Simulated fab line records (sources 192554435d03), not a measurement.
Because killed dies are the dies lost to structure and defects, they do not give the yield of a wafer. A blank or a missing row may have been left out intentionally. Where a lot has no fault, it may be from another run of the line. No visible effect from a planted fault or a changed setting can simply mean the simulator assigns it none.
What tool caused it? | flow n5Finfet | 27 wafers from 9 lots sampled at 5 of the route's 1938 steps

## WHAT THE GAUGES SHOWED, per wafer
N5_ZERO_LAYER_CD_MEAS_11: the cd target is 2000 nm. Usual: cdNm 1999.9 nm, standard deviation 2.4.
lot  | measured    | on       | cdNm (nm)            | flag
L939 | day 3 00:46 | cdSem-02 | 1996.8 1998.8 1999.7 | 
L942 | day 3 18:40 | cdSem-02 | 1998.1 1996.6 1995.8 | 
L943 | day 4 00:47 | cdSem-03 | 2003.6 1999.8 1999.9 | 
L944 | day 4 06:46 | cdSem-02 | 1995.8 1998.1 1999.8 | 
L945 | day 4 12:46 | cdSem-01 | 1997.4 1997.2 1999.4 | 
L946 | day 4 18:46 | cdSem-02 | 1998.0 1998.7 2001.5 | 
L947 | day 5 00:46 | cdSem-03 | 1999.1 2000.0 2001.4 | 
L948 | day 5 06:38 | cdSem-02 | 1999.6 1994.7 1997.1 | 
L956 | day 7 06:39 | cdSem-02 | 2000.5 2000.9 2000.9 | 

N5_WELL_APT_CD_MEAS_25: the cd target is 200 nm. Usual: cdNm 201.0 nm, standard deviation 2.
lot  | measured    | on       | cdNm (nm)         | flag
L939 | day 3 03:20 | cdSem-01 | 202.6 200.3 199.4 | 
L942 | day 3 20:58 | cdSem-03 | 201.2 202.5 199.0 | 
L943 | day 4 03:02 | cdSem-02 | 204.1 202.5 204.2 | 
L944 | day 4 08:55 | cdSem-01 | 201.2 200.8 203.9 | 
L945 | day 4 14:58 | cdSem-03 | 200.6 201.6 198.8 | 
L946 | day 4 21:40 | cdSem-03 | 198.1 198.1 201.8 | 
L947 | day 5 03:03 | cdSem-03 | 201.7 200.9 205.3 | 
L948 | day 5 08:43 | cdSem-03 | 204.9 205.9 204.6 | 
L956 | day 7 09:23 | cdSem-03 | 198.7 202.8 199.4 | 

N5_BEOL_M4_RC_MEAS_101. Usual: DIBL_N 35.3 mV/V, standard deviation 1.5; DIBL_P 35.3 mV/V, standard deviation 1.9; IOFF_N 0.145 nA/um, standard deviation 0.027; IOFF_N_LONG 5.5e-05 nA/um, standard deviation 2.4e-06; IOFF_P 0.20 nA/um, standard deviation 0.033; IOFF_P_LONG 0.000105 nA/um, standard deviation 7.4e-06; ION_N 670 uA/um, standard deviation 12; ION_P 462 uA/um, standard deviation 6.8; SS_N 71.3 mV/dec, standard deviation 0.6; SS_P 73.1 mV/dec, standard deviation 0.7; VT_N 251 mV, standard deviation 3.4; VT_P -251 mV, standard deviation 3.2.
lot  | measured     | on        | DIBL_N (mV/V)  | DIBL_P (mV/V)  | IOFF_N (nA/um)    | IOFF_N_LONG (nA/um)        | IOFF_P (nA/um) | IOFF_P_LONG (nA/um)        | ION_N (uA/um) | ION_P (uA/um) | SS_N (mV/dec)  | SS_P (mV/dec)  | VT_N (mV)   | VT_P (mV)      | flag
L939 | day 10 16:01 | prober-02 | 39.0 35.8 36.0 | 40.1 36.8 36.7 | 0.230 0.172 0.174 | 5.66e-05 5.79e-05 5.65e-05 | 0.33 0.25 0.25 | 0.000122 0.000119 0.000121 | 693 676 679   | 476 474 471   | 72.4 72.2 71.8 | 75.6 73.9 73.8 | 247 245 252 | -242 -241 -246 | 
L942 | day 11 00:26 | prober-01 | 35.3 32.1 34.6 | 35.3 31.7 35.5 | 0.149 0.108 0.132 | 5.44e-05 5.34e-05 5.37e-05 | 0.23 0.17 0.21 | 0.000109 0.000108 0.000116 | 674 662 664   | 465 460 462   | 71.1 70.5 71.6 | 73.4 71.9 72.2 | 251 254 253 | -250 -250 -246 | 
L943 | day 11 01:06 | prober-02 | 33.6 33.6 34.0 | 32.8 33.8 34.8 | 0.111 0.130 0.126 | 5.6e-05 5.73e-05 5.7e-05   | 0.17 0.20 0.20 | 0.000112 0.00011 0.00011   | 659 674 656   | 452 474 458   | 70.7 70.3 71.2 | 71.5 72.5 72.3 | 256 249 255 | -253 -250 -248 | 
L944 | day 11 10:58 | prober-01 | 34.0 31.6 35.0 | 34.9 31.7 35.7 | 0.120 0.090 0.139 | 5.57e-05 5.63e-05 5.71e-05 | 0.19 0.15 0.20 | 0.000114 0.000114 0.00011  | 654 637 672   | 458 446 465   | 70.6 70.3 70.4 | 72.7 72.0 73.0 | 256 260 252 | -250 -251 -249 | 
L945 | day 11 13:35 | prober-02 | 38.0 34.4 34.8 | 38.5 35.4 35.3 | 0.188 0.131 0.133 | 6.97e-05 6.78e-05 6.88e-05 | 0.24 0.20 0.20 | 0.000128 0.000122 0.000129 | 671 659 648   | 463 461 450   | 71.5 70.4 71.9 | 74.1 73.4 72.8 | 246 251 250 | -246 -251 -250 | OFF
L946 | day 11 22:42 | prober-02 | 35.4 33.1 32.8 | 36.4 33.2 33.1 | 0.139 0.101 0.107 | 5.58e-05 5.41e-05 5.51e-05 | 0.19 0.15 0.15 | 0.000106 0.000107 0.0001   | 662 649 663   | 460 449 449   | 71.7 71.2 71.0 | 73.9 72.4 72.7 | 252 256 256 | -250 -253 -255 | 
L947 | day 11 19:53 | prober-01 | 36.2 34.2 35.7 | 36.4 35.0 36.0 | 0.143 0.112 0.139 | 5.33e-05 5.1e-05 5.25e-05  | 0.19 0.17 0.19 | 9.6e-05 0.000101 9.9e-05   | 669 657 677   | 458 459 465   | 71.5 71.6 70.9 | 73.0 72.5 73.7 | 250 255 251 | -252 -251 -252 | 
L948 | day 12 12:25 | prober-02 | 35.0 36.6 34.2 | 34.5 36.1 33.6 | 0.125 0.152 0.119 | 7.07e-05 7.02e-05 7.04e-05 | 0.17 0.20 0.17 | 0.000124 0.000125 0.00013  | 668 666 667   | 459 454 462   | 71.3 71.5 71.0 | 73.3 73.5 72.6 | 254 251 254 | -251 -252 -255 | OFF
L956 | day 13 23:03 | prober-01 | 36.4 35.1 34.8 | 36.2 34.7 33.9 | 0.156 0.147 0.126 | 5.65e-05 5.84e-05 5.72e-05 | 0.21 0.19 0.17 | 0.00011 0.000108 0.000105  | 663 675 657   | 459 458 457   | 71.5 70.4 70.7 | 73.0 72.8 72.9 | 250 249 252 | -249 -250 -255 | 

## EACH LOT AND THE TOOL THAT RAN IT (in order: tool; ch and the chambers of the sampled wafers; start)
lot  | N5_ZERO_LAYER_DESCUM_16          | N5_WELL_APT_RTA_34
L939 | rieDiel-02 ch 1,2,3, day 3 00:55 | rtpAnneal-01 ch 0, day 3 05:04
L942 | rieDiel-02 ch 0,1,2, day 3 18:43 | rtpAnneal-01 ch 0, day 3 21:53
L943 | rieDiel-06 ch 0,1,2, day 4 00:49 | rtpAnneal-01 ch 0, day 4 03:53
L944 | rieDiel-02 ch 0,1,2, day 4 06:48 | rtpAnneal-01 ch 0, day 4 10:56
L945 | rieDiel-06 ch 1,2,3, day 4 12:49 | rtpAnneal-01 ch 0, day 4 15:55
L946 | rieDiel-06 ch 0,1,3, day 4 19:30 | rtpAnneal-02 ch 0, day 4 22:47
L947 | rieDiel-06 ch 1,2,3, day 5 00:48 | rtpAnneal-02 ch 0, day 5 03:55
L948 | rieDiel-01 ch 0,1,3, day 5 06:41 | rtpAnneal-01 ch 0, day 5 09:35
L956 | rieDiel-06 ch 0,2,3, day 7 06:43 | rtpAnneal-02 ch 0, day 7 10:20
- N5_ZERO_LAYER_DESCUM_16: chemistry O2, time 7.9 s.
- N5_WELL_APT_RTA_34: time 10 s.

## WHAT THE TOOLS THEMSELVES READ (means of the sampled wafers that have a number; where no wafer has one, the mark that the record gives instead)
N5_ZERO_LAYER_DESCUM_16. Usual: drypumpMotorCurrentA 5.9 A, standard deviation 0.39; oesProductAu 0.78 a.u., standard deviation 0.071; rfVppV 243.0 V, standard deviation 1.1; showerheadPlenumPTorr 2.08 Torr, standard deviation 0.054; throttleValvePct 20.45 %, standard deviation 0.27.
lot  | tool       | drypumpMotorCurrentA (A) | oesProductAu (a.u.) | rfVppV (V) | showerheadPlenumPTorr (Torr) | throttleValvePct (%) | flag
L939 | rieDiel-02 | 6.0                      | 0.80                | 243.7      | 2.12                         | 20.54                | 
L942 | rieDiel-02 | 5.6                      | 0.81                | 243.4      | 2.09                         | 20.51                | 
L943 | rieDiel-06 | 5.8                      | 0.74                | 242.4      | 2.10                         | 20.60                | 
L944 | rieDiel-02 | 5.6                      | 0.81                | 243.5      | 2.09                         | 20.52                | 
L945 | rieDiel-06 | 5.6                      | 0.75                | 244.0      | 2.12                         | 20.48                | 
L946 | rieDiel-06 | 5.4                      | 0.73                | 243.8      | 2.12                         | 20.53                | 
L947 | rieDiel-06 | 5.6                      | 0.75                | 243.8      | 2.12                         | 20.49                | 
L948 | rieDiel-01 | 6.0                      | 0.75                | 242.2      | 2.03                         | 20.30                | 
L956 | rieDiel-06 | 5.7                      | 0.72                | 243.3      | 2.11                         | 20.84                | 

N5_WELL_APT_RTA_34. Usual: lampPowerPct 13.00 %, standard deviation 0.058; lamp_zone_1_pct 12.997 %, standard deviation 0.029; lamp_zone_2_pct 12.997 %, standard deviation 0.026; lamp_zone_3_pct 12.996 %, standard deviation 0.028; lamp_zone_4_pct 12.993 %, standard deviation 0.025; lamp_zone_5_pct 12.993 %, standard deviation 0.026; lamp_zone_6_pct 12.920 %, standard deviation 0.029; lamp_zone_7_pct 13.417 %, standard deviation 0.029; wafer_temp_C_max 1003.5, standard deviation 1.1.
lot  | tool         | lampPowerPct (%) | lamp_zone_1_pct (%) | lamp_zone_2_pct (%) | lamp_zone_3_pct (%) | lamp_zone_4_pct (%) | lamp_zone_5_pct (%) | lamp_zone_6_pct (%) | lamp_zone_7_pct (%) | wafer_temp_C_max | flag
L939 | rtpAnneal-01 | 13.02            | 12.991              | 13.013              | 13.015              | 13.015              | 12.984              | 12.924              | 13.436              | 1002.4           | 
L942 | rtpAnneal-01 | 13.05            | 13.009              | 13.005              | 13.014              | 12.969              | 12.998              | 12.924              | 13.407              | 1003.1           | 
L943 | rtpAnneal-01 | 13.01            | 13.004              | 13.007              | 12.994              | 13.008              | 12.987              | 12.964              | 13.396              | 1003.7           | 
L944 | rtpAnneal-01 | 12.99            | 13.003              | 13.012              | 12.970              | 12.982              | 12.978              | 12.918              | 13.421              | 1003.7           | 
L945 | rtpAnneal-01 | 11.44            | 11.408              | 11.406              | 11.408              | 11.419              | 11.408              | 11.376              | 11.803              | 1004.2           | OFF
L946 | rtpAnneal-02 | 13.02            | 13.004              | 12.990              | 12.978              | 13.021              | 13.007              | 12.899              | 13.419              | 1002.6           | 
L947 | rtpAnneal-02 | 12.91            | 13.009              | 12.997              | 13.003              | 13.012              | 12.975              | 12.913              | 13.407              | 1004.0           | 
L948 | rtpAnneal-01 | 11.37            | 11.413              | 11.423              | 11.434              | 11.406              | 11.403              | 11.330              | 11.795              | 1003.8           | OFF
L956 | rtpAnneal-02 | 13.04            | 13.005              | 13.008              | 13.000              | 12.994              | 12.979              | 12.920              | 13.415              | 1004.6           | 

## THE ANSWER, worked out from the rows above alone
Rule: lot off if the mean of its wafers having a number is beyond 3 standard deviations from the usual mean. Also off: a lot with no number at a reading for which 4 or more lots have one. The other lots that the step has rows for count as sound. The gauges are gone through in route order, then the tools' own readings, and for those a lot's mean is taken as printed above. The first step at which some lot is off is used, and at that step the reading that is off furthest; a lot without a number counts as furthest.
Off: L945, L948, at N5_BEOL_M4_RC_MEAS_101 (IOFF_N_LONG).
If a tool, at a process step before that reading, ran all the lots that are off and no sound lot after the first of them, it fits. Not tried: the gauges at N5_BEOL_M4_RC_MEAS_101; whatever is off there is also off at N5_WELL_APT_RTA_34, on other tools, and gauge error can't account for it. One fits: N5_WELL_APT_RTA_34 on rtpAnneal-01. A fault onset in the window from L944 (day 4 10:56, its last sound lot) to L945 (day 4 15:55, its first lot off) fits.
The tool's own readings at N5_WELL_APT_RTA_34 bear it out: on the lots that are off they differ by more than 5 times the standard deviation of the sound lots' means. lampPowerPct reads 11.40 % there against 13.01 % on the sound lots; lamp_zone_1_pct reads 11.410 % there against 13.004 % on the sound lots; lamp_zone_2_pct reads 11.415 % there against 13.005 % on the sound lots; lamp_zone_3_pct reads 11.421 % there against 12.996 % on the sound lots; lamp_zone_4_pct reads 11.413 % there against 13.000 % on the sound lots; lamp_zone_5_pct reads 11.405 % there against 12.987 % on the sound lots; lamp_zone_6_pct reads 11.353 % there against 12.923 % on the sound lots; lamp_zone_7_pct reads 11.799 % there against 13.414 % on the sound lots.

## WHAT THE SIMULATOR PUT IN
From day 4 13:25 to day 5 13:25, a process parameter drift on rtpAnneal-01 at N5_WELL_APT_RTA_34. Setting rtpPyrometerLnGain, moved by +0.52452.
Shown lots that were struck: L945, L948. The same result came from the rule above.
